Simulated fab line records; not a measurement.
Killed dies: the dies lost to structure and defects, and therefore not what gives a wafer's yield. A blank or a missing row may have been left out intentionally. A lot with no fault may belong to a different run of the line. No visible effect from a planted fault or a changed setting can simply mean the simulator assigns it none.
Matching of chambers    flow n5_finfet    N5_BEOL_M8_ETCH_62 on rie_diel-06 has 4 sister chambers
The step etches SOC in N2/H2, target depth 110 nm, overetch 22 nm, time 165 s. 4 wafers are shown with their chamber, then 7 later ones without.

## EACH WAFER AND ITS CHAMBER
wafer   chamber  throttle_valve_pct (%)
L088.2  0        18.01
L088.3  1        17.59
L089.1  3        18.38
L089.2  2        17.80

## WAFERS MISSING THEIR CHAMBER
wafer   throttle_valve_pct (%)
L089.4  17.60
L091.1  17.81
L091.3  17.62
L091.4  18.40
L097.1  17.86
L097.2  17.63
L097.6  17.87

## WHICH CHAMBER EACH ONE RAN IN
wafer   from the rows above      in truth
L089.4  1                        1
L091.1  2                        2
L091.3  1                        1
L091.4  3                        3
L097.1  2                        2
L097.2  1                        1
L097.6  can't be placed: 2 or 0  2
Placed correctly: 6 of 7. Can't be placed from these rows: 1 (the true chamber is among the candidates in 1). Wrongly placed: 0.
How it was worked out, from the rows above alone: a wafer's distance from a chamber is the root of the sum, over the readings, of the square of ((its reading less the chamber's mean) divided by the reading's scatter). If the next closest chamber is less than 2 further off than the closest, the wafer can't be placed; otherwise it belongs to the closest. For every chamber, the mean is computed from those of its wafers that are shown. The scatter (one wafer shown for each chamber): square how far every hidden wafer sits from the nearest shown wafer, average those squares and take the square root.
